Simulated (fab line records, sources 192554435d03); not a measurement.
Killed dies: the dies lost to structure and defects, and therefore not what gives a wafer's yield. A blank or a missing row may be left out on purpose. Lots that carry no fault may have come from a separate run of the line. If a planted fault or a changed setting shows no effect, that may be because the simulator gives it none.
fab line records ; flow n5_finfet
[record] lots = 4; wafers = 12; last_day = 16
route steps=1938 shown BEOL_M8@1395 BEOL_M9@1401 PASSIVATION@1936
lots that met no fault: taken from a fault-free run of the same line
start_h: hours from the record's opening day to when the first of the lot's shown wafers began ; wait_h: hours from the lot's prior step to this one ; " same as the row above ; L1.1+2: several wafers, shown together as one row ; - no value present, or no start provided ; * or withheld: withheld ; < > ~ a bound
route shown NAME@n: a module of which the file shows steps, and the number in the route of the first ; usual: mean and standard deviation over wafers with no fault ; same: alike in all rows ; chamber/n: place in a boat ; sites: readings site by site ; _std_site: standard deviation across them ; _edge_site: mean of outer sites minus mean of inner sites ; radius_mm: for every site, how far away it sits from the centre of the wafer ; mask NAME#n: copy n ; behind: the most recent tool/chamber to have shaped the wafer ; hold: what put the lot on hold/how long, in hours/how the hold closed ; device: whichever transistor did not switch (one of n, p or np) ; end of line: tests of these same wafers at the route's end ; a step given without rows: its recipe and nothing more ; killed: the dies lost at the first sort to structure and to defects; this is not the yield of the wafer ; map: a wafer's dies, x killed, . not, _ none there
set.NAME: the setting as run; set.NAME@STEP: as run at that earlier step ; model.NAME: the simulator's own value behind a step, which no gauge read
lots at some steps of the route; a table a step, a row a wafer
[[steps]]
[step N5_BEOL_M8_CMP_52]
[recipe] stop_on = SiCOH_lowk; t_overpolish_s = 6.9; down_force_psi = 1; platen_rpm = 50; clearing_platen_down_force_psi = 1.5; clearing_platen_rpm = 50; post_cmp_clean = cu_alkaline; target_thk_nm = 80; clearing_platen_pad_velocity_m_s = 0.99484; pad_velocity_m_s = 0.99484
[step N5_BEOL_M8_PRE_CLEAN_55]
[recipe] gas = NH3; time_s = 15; temp_c = withheld; rf_power_w = 300
[step N5_BEOL_M8_DEP_56]
[recipe] material = SiCN; target_thk_a = 100; temp_c = withheld; precursor = 3MS/NH3; pressure_torr = 3; rf_w = 202; time_s = 17.5
[step N5_BEOL_M9_ILD_DEP_00]
[recipe] material = SiCOH_lowk; target_thk_a = 3085.1; temp_c = 300; precursor = DEMS/porogen; pressure_torr = 5; rf_w = 500; time_s = 58
[step N5_BEOL_M9_CURE_71]
[recipe] temp_c = 385; time_s = 240; ambient = He/Ar; material = SiCOH_lowk
[step N5_BEOL_M9_PECVD_70]
[recipe] material = SiO2; target_thk_a = 200; temp_c = 400; precursor = TEOS/O2; pressure_torr = 5.5; rf_w = 450; teos_flow_sccm = 53.8; gas = O2; flow_sccm = 3000; time_s = 22.7
[step N5_BEOL_M9_HM_DEP_02]
[recipe] material = TiN; target_thk_a = 200; temp_c = 25; chamber_pressure_pa = 0.49996
[step N5_BEOL_M9_COAT_59]
[recipe] resist = SOC; temp_c = 250; time_s = 60; spin_rpm = 1500; resist_thk_nm = 100
[step N5_BEOL_M9_COAT_60]
[recipe] resist = SiARC; temp_c = 220; time_s = 60; spin_rpm = 1500; resist_thk_nm = 30
[usual] heater_power_total_W = 427.8/2.2; spin_speed_rpm = 1500.2/1
lot.wafer;tool;chamber;start_h;wait_h;heater_power_total_W;spin_speed_rpm;model.SiARC_of_BEOL_M9_COAT_60.thk_nm
L833.1;litho_track-03;0;280.48;-;426.9;1500.0;30
L833.2;litho_track-03;0;280.48;-;428.9;1502.0;30
L833.6;litho_track-03;0;280.48;-;428.5;1497.4;30
L837.4;litho_track-03;0;304.29;-;424.0;1426.1;30.8
L837.5;litho_track-03;0;304.29;-;427.9;1427.2;30.8
L837.6;litho_track-03;0;304.29;-;426.7;1427.3;30.8
L839.1;litho_track-03;0;316.96;-;429.3;1426.8;31
L839.2;litho_track-03;0;316.96;-;427.3;1425.4;30.8
L839.3;litho_track-03;0;316.96;-;428.9;1426.5;30.8
L840.2;litho_track-02;0;327.37;-;426.1;1501.0;30
L840.3;litho_track-02;0;327.37;-;430.1;1499.9;30
L840.5;litho_track-02;0;327.37;-;430.2;1500.7;30
[step N5_BEOL_M9_COAT_05]
[recipe] resist = CAR-ArF; spin_rpm = 1500; resist_thk_nm = 90
[step N5_BEOL_M9_EBR_07]
[recipe] solvent = PGMEA; ebr_width_mm = 1.5
[step N5_BEOL_M9_SOFTBAKE_06]
[recipe] temp_c = 110; time_s = 60; resist = CAR-ArF
[step N5_BEOL_M9_EXPOSE_08]
[recipe] mask_id = M9; na = 1.35; source_shape = dipole; sigma_inner = 0.411; sigma_outer = 0.611; polarization = te; dose_mj = 53.75
[step N5_BEOL_M9_PEB_09]
[recipe] peb_temp_c = withheld; peb_time_s = 60; resist = CAR-ArF
[step N5_BEOL_M9_DEVELOP_10]
[recipe] develop_time_s = 30; developer = TMAH; resist = CAR-ArF; rinse_liquid = diw; dry = air_spin; dev_temp_c = 23
[step N5_BEOL_M9_DESCUM_16]
[recipe] chemistry = O2; time_s = 7.9; source_power_w = 50; bias_power_w = 20; pressure_mtorr = 20; rf_frequency_hz = 2.712e+07; temp_c = 40; resist = CAR-ArF; o2_flow_sccm = 225
[step N5_BEOL_M9_ETCH_61]
[recipe] chemistry = CF4; target = SiARC; target_depth_a = 390; mask_material = CAR-ArF; time_s = 65; ion_energy_ev = 80; pressure_mtorr = 40; source_w = 545; bias_w = 36; Ar_flow_sccm = 100; cf4_flow_sccm = 100; ends = cleared
[usual] drypump_motor_current_A = 5.7/0.44; etch_rf_on_time_s = 64.7/1.1; mfc_ar_sccm = 99.94/0.3; oes_product_au = 0.68/0.057; rf_vpp_V = 184.2/1.4; showerhead_plenum_p_Torr = 2.16/0.079; throttle_valve_pct = 15.61/0.18
lot.wafer;tool;chamber;start_h;wait_h;drypump_motor_current_A;etch_rf_on_time_s;mfc_ar_sccm;oes_product_au;rf_hours_counter_h;rf_vpp_V;showerhead_plenum_p_Torr;throttle_valve_pct;model.etch.depth_nm;model.CAR-ArF_of_BEOL_M9_COAT_05.thk_nm
L833.1;rie_diel-03;2;280.84;0.0;6.2;64.8;99.31;0.69;100;183.9;2.16;15.49;30.04;55.4
L833.2;rie_diel-03;1;280.84;0.0;6.0;65.2;99.68;0.61;220;183.3;2.03;15.68;30.07;55.6
L833.6;rie_diel-03;2;280.84;0.0;6.2;64.9;99.75;0.69;-;183.0;2.16;15.48;30.06;55.4
L837.4;rie_diel-03;1;305.25;0.0;6.0;67.2;99.80;0.60;229;182.1;2.03;15.69;30.86;55
L837.5;rie_diel-03;2;305.25;0.0;6.2;67.0;99.77;0.68;-;184.7;2.16;15.52;30.9;55.4
L837.6;rie_diel-03;1;305.25;0.0;6.0;66.9;100.22;0.61;-;181.0;2.03;15.71;30.84;55
L839.1;rie_diel-05;3;317.45;0.0;5.3;67.3;99.59;0.80;17;184.0;2.11;15.21;30.93;54.8
L839.2;rie_diel-05;0;317.45;0.0;6.3;65.9;99.95;0.69;96;183.1;2.08;15.83;30.88;54.4
L839.3;rie_diel-05;2;317.45;0.0;5.4;65.9;100.19;0.69;116;184.6;2.23;15.54;30.73;54.6
L840.2;rie_diel-03;3;328.03;0.0;6.1;64.4;100.13;0.73;67;186.6;2.26;15.73;29.96;55
L840.3;rie_diel-03;1;328.03;0.0;6.0;65.5;99.71;0.60;241;182.7;2.03;15.73;29.98;55.2
L840.5;rie_diel-03;0;328.03;0.0;5.4;66.3;99.84;0.61;-;183.4;2.13;15.89;30.03;55.4
[step N5_BEOL_M9_ETCH_62]
[recipe] chemistry = N2/H2; target = SOC; target_depth_a = 1100; overetch_a = 220; mask_material = SiARC; temp_c = 40; time_s = 165; ion_energy_ev = 200; pressure_mtorr = 30; source_w = 840; bias_w = 150; n2_flow_sccm = 200; h2_flow_sccm = 200
[usual] drypump_motor_current_A = 5.7/0.44; h2_flow_sccm = 200.1/0.55; oes_product_au = 0.67/0.054; rf_vpp_V = 524.2/2.8; showerhead_plenum_p_Torr = 2.56/0.1; throttle_valve_pct = 17.84/0.21
lot.wafer;tool;chamber;start_h;wait_h;drypump_motor_current_A;h2_flow_sccm;oes_product_au;rf_hours_counter_h;rf_vpp_V;showerhead_plenum_p_Torr;throttle_valve_pct;model.SiARC_of_BEOL_M9_COAT_60.thk_nm
L833.1;rie_diel-03;2;280.89;0.0;6.1;199.6;0.68;100;525.4;2.56;17.61;23.6
L833.2;rie_diel-03;1;280.89;0.0;6.0;201.3;0.60;220;519.6;2.40;17.87;23.8
L833.6;rie_diel-03;2;280.89;0.0;6.1;200.2;0.68;-;525.4;2.56;17.60;23.6
L837.4;rie_diel-03;1;305.30;0.0;6.0;200.1;0.60;229;520.4;2.40;17.87;24.6
L837.5;rie_diel-03;2;305.30;0.0;6.2;200.3;0.68;-;524.3;2.56;17.62;24.6
L837.6;rie_diel-03;1;305.30;0.0;6.0;199.9;0.60;-;521.4;2.40;17.87;24.6
L839.1;rie_diel-05;3;317.50;0.0;5.4;199.4;0.78;17;521.7;2.49;17.37;24.4
L839.2;rie_diel-05;0;317.50;0.0;6.3;200.9;0.68;96;521.7;2.46;18.18;24.2
L839.3;rie_diel-05;2;317.50;0.0;5.5;200.2;0.68;116;525.9;2.67;17.91;24.2
L840.2;rie_diel-03;3;328.08;0.0;6.1;200.6;0.72;67;526.4;2.69;18.06;23.4
L840.3;rie_diel-03;1;328.08;0.0;6.0;200.6;0.59;241;521.2;2.39;17.89;23.8
L840.5;rie_diel-03;0;328.08;0.0;5.4;200.1;0.61;-;524.7;2.52;17.99;23.6
[step N5_BEOL_M9_STRIP_68]
[recipe] chemistry = N2/H2; temp_c = 40; n2_flow_sccm = 200; h2_flow_sccm = 200; rf_frequency_hz = 6e+07
[step N5_PASSIVATION_PROBE_49]
[usual] defect_limited_yield = 91.2/1.4; killed_at_M0_to_M3 = 34/9.4; killed_at_M4_up = 13/5.8; killed_at_contacts = 13/6.4; killed_at_front_end = 41/11; killed_at_other = 3.1/2.3; killed_dies = 103/16; killed_open = 69/12; killed_short = 33/7.8; sort_bin_5_function = 5.1/0.91; sort_bin_6_memory = 3.3/0.63; sort_n_pass = 1077/16; sort_yield_pct = 91.2/1.4
[same] gross_dies = 1180; killed_at_back_side = 0; sort_bin_4_leakage[%] = 0; sort_bin_8_speed[%] = 0
lot.wafer;tool;chamber;start_h;wait_h;defect_limited_yield[%];killed_at_M0_to_M3;killed_at_M4_up;killed_at_contacts;killed_at_front_end;killed_at_other;killed_dies;killed_open;killed_short;sort_bin_5_function[%];sort_bin_6_memory[%];sort_n_pass;sort_yield_pct[%]
L833.1;prober-02;-;342.81;0.0;92.4;37;7;6;35;5;90;53;37;4.1;3.3;1090;92.4
L833.2;prober-02;-;342.86;0.1;90.7;38;11;16;39;6;110;71;39;5.4;3.6;1070;90.7
L833.6;prober-02;-;343.06;0.3;91.2;36;26;11;31;0;104;81;21;5.2;3.5;1076;91.2
// killed by level:class
L833.1 BEOL_M0_SAQP:geometric_particle:short=13 BEOL_M2:geometric_particle:open=8 STI_FIN_REVEAL:geometric_particle:open=7 STARTING-WAFER:geometric_particle:short=7 MOL_CONTACT_COAG:geometric_particle:open=6 DUMMY_GATE:geometric_particle:open=5 BEOL_M0:geometric_particle:open=5 GATE_CUT:geometric_particle:short=4
L833.2 MOL_CONTACT_COAG:geometric_particle:open=13 BEOL_M0_SAQP:geometric_particle:open=11 STI_FIN_REVEAL:geometric_particle:open=10 BEOL_M0_SAQP:geometric_particle:short=10 BEOL_M2:geometric_particle:open=7 DUMMY_GATE:geometric_particle:open=5 BEOL_M2:geometric_particle:short=5 BEOL_M4:geometric_particle:open=5
L833.6 BEOL_M4:geometric_particle:open=13 BEOL_M2:geometric_particle:open=11 STI_FIN_REVEAL:geometric_particle:open=8 MOL_CONTACT_COAG:geometric_particle:open=8 BEOL_M0_SAQP:geometric_particle:open=6 BEOL_M0_SAQP:geometric_particle:short=6 FIN_SAQP:geometric_particle:open=5 GATE_CUT:geometric_particle:open=5
[[key]]
[first_sign] step = N5_BEOL_M9_COAT_60; reading = spin_speed_rpm; direction = down; sigmas = 72; usual = *; struck = *
effect none on later readings
[model_effect] step = N5_BEOL_M9_COAT_60; value = SiARC_of_BEOL_M9_COAT_60.thk_nm; without = 30.1; struck = 30.83
[model_effect] step = N5_BEOL_M9_ETCH_61; value = etch.depth_nm; without = 30.09; struck = 30.86
[model_effect] step = N5_BEOL_M9_ETCH_62; value = SiARC_of_BEOL_M9_COAT_60.thk_nm; without = 23.63; struck = 24.43
met_at N5_BEOL_M9_COAT_60
struck_wafers L837.4,L837.5,L837.6,L839.1,L839.2,L839.3
onset_between 280.48 304.29
[fault] kind = process_parameter_drift; tool = litho_track-03; chamber = -; onset_h = 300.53; steps = N5_BEOL_M9_COAT_60; channel = spin_rpm; offset = *; shape = step; end_h = 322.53; acts_in = *; stated = *
